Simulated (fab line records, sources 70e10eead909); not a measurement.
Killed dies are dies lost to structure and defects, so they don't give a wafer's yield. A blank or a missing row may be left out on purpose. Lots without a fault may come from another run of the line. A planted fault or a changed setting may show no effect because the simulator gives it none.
A struck lot beside a sound one | flow nand_harc | 16 steps out of a route of 1302
Sound: wafers L260.2, L260.3, L260.4. Struck: wafer L254.4. (L254.3, L254.6 of the same lot were not struck and are left out.) The cause comes at the end.
At each step with rows: each side's tool, then ch and its chambers, then its first start. Under that, the readings that differ: sound wafers | struck wafers | difference of the means | sigmas: that difference in standard deviations of wafers without a fault.
alike: readings whose means differ by less than 2 such deviations, and words and numbers that are the same on both sides. not compared: withheld readings, readings that some wafer has no value for, bounds like >300 that may hide the same value, and numbers for which the record gives no deviation and whose values overlap.
The two part at a step that has a row with sigmas, a row that says differs or no value, or rows on one side only. Numbers that don't overlap but have no deviation are shown without sigmas and don't part them. A reading that every wafer of one side lacks parts them only if that side has two wafers or more.

NHARC_A_M0_DESCUM_14: chemistry O2, time 3 s.
  sound on rie_diel-04 ch 0,1,3, day 30 04:50; struck on rie_diel-04 ch 2, day 27 21:34
  alike: drypump_motor_current_A, oes_product_au, rf_vpp_V, showerhead_plenum_p_Torr, throttle_valve_pct
  not compared: rf_hours_counter_h
then, 2 steps without rows for these wafers: NHARC_A_M0_ETCH_34 (etches the open film in N2/H2, target depth 40 nm, overetch 12 nm, time 43.94 s); NHARC_A_M0_ETCH_15 (etches the open film in C4F8/Ar, target depth 150 nm, overetch 15 nm, time 82.5 s).
NHARC_A_M0_CD_MEAS_16:
  sound on cd_sem-03, day 30 05:47; struck on cd_sem-01, day 27 21:56
  alike: cd_nm
NHARC_A_M0_STRIP_18: strips in N2/H2.
  sound on rie_diel-07 ch 2,3, day 30 05:51; struck on rie_diel-13 ch 1, day 27 22:00
  alike: drypump_motor_current_A, oes_product_au, rf_fwd_power_W, rf_vpp_V, showerhead_plenum_p_Torr, throttle_valve_pct
  not compared: rf_hours_counter_h
then, 2 steps without rows for these wafers: NHARC_A_M0_STRIP_19 (strips in post etch residue remover, time 600 s); NHARC_A_M0_DEGAS_28 (time 60 s).
NHARC_A_M0_PRE_CLEAN_29: time 30 s.
  sound on pvd_sputter-02; struck on pvd_sputter-03
  alike: heater_power_w
NHARC_A_M0_PVD_20: deposits TaN, target thk 5 nm, time 8.06 s.
  sound on pvd_sputter-02; struck on pvd_sputter-03
  alike: throttle_valve_pct
then, 2 steps without rows for these wafers: NHARC_A_M0_PVD_21 (deposits Cu, target thk 30 nm, time 20.49 s); NHARC_A_M0_ECD_22 (material Cu, target thk 400 nm).
NHARC_A_M0_ANNEAL_30: time 90 s.
  sound on rtp_anneal-02 ch 0, day 30 07:16; struck on rtp_anneal-02 ch 0, day 27 23:23
  alike: wafer_temp_C_max
NHARC_A_M0_CMP_23: polishes, t overpolish 20 s, target thk 113.75 nm.
  sound on cmp-04 ch 0,1,3, day 30 07:33; struck on cmp-02 ch 3, day 27 23:40
  reading                | sound          | struck | difference | sigmas
  time_to_endpoint_s (s) | 29.7 29.4 29.7 | 16.9   | -12.7      | -5
  alike: motor_current_A
NHARC_A_M0_THK_MEAS_24: measures by xrf.
  sound on film_metro-01, day 30 07:52; struck on film_metro-01, day 27 23:56
  reading     | sound             | struck | difference | sigmas
  thk_nm (nm) | 109.1 112.6 110.7 | 106.3  | -4.5       | -3
then, 1 step without rows for these wafers: NHARC_A_M0_SRD_25.
NHARC_END_SORT_01:
  sound on prober-02 ch 0, day 31 22:00; struck on prober-01 ch 0, day 29 20:31
  alike: defect_limited_yield, killed_at_array, killed_at_other, killed_at_periphery, killed_dies, killed_open, killed_short

WHERE THEY PART
First at NHARC_A_M0_CMP_23; last, within this record, at NHARC_A_M0_THK_MEAS_24. Later steps at which nothing parts them and some readings are alike: NHARC_END_SORT_01.

WHY: what the simulator had put in
Process parameter drift: cmp-02, from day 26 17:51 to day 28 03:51, at NHARC_A_M0_CMP_23. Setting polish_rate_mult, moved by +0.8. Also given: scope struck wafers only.
